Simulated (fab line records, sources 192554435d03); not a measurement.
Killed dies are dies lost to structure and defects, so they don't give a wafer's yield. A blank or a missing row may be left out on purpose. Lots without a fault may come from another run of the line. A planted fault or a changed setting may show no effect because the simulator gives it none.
Which tool did it? | flow n5_finfet | 12 lots, 36 wafers sampled, at 1 step of a route of 1938

WHAT THE GAUGES READ, wafer by wafer
N5_BEOL_M7_RS_MEAS_57: measures by four-point-probe.
lot  | measured     | on            | M7_RS (ohm/sq)
L074 | day 8 22:34  | film_metro-01 | 0.278 0.275 0.277
L077 | day 9 15:04  | film_metro-01 | 0.278 0.289 0.290
L079 | day 10 07:52 | film_metro-02 | 0.274 0.288 0.295
L081 | day 11 00:32 | film_metro-02 | 0.272 0.276 0.277
L084 | day 11 10:51 | film_metro-02 | 0.292 0.275 0.281
L085 | day 11 20:07 | film_metro-01 | 0.279 0.286 0.274
L088 | day 12 13:44 | film_metro-02 | 0.286 0.283 0.277
L089 | day 12 17:12 | film_metro-01 | 0.276 0.289 0.273
L091 | day 12 23:37 | film_metro-01 | 0.291 0.282 0.279
L094 | day 14 08:52 | film_metro-01 | 0.274 0.289 0.276
L097 | day 14 23:11 | film_metro-02 | 0.283 0.284 0.287
L096 | day 15 13:35 | film_metro-02 | 0.292 0.301 0.287

WHICH TOOL RAN EACH LOT (tool, then ch and the chambers of the sampled wafers, then the start)
The record holds no process step before these readings.

THE ANSWER, worked out from the rows above alone
Rule: what is usual is taken from the lots themselves. Put in order of their means at a reading, lots are off if they are a third of the lots or fewer, leave a main group of 4 or more, and stand apart from it by a gap of 3 or more times the standard deviation of the main group's means; of several such gaps the widest counts. A main group whose means are all the same, to the digits that the tables above print for the reading, isn't used. A lot without any number at a reading at which 4 lots or more have one is off too. The other lots that the step has rows for count as sound.
No lot is off at any reading shown: from this, nothing can be told.

WHAT THE SIMULATOR HAD PUT IN
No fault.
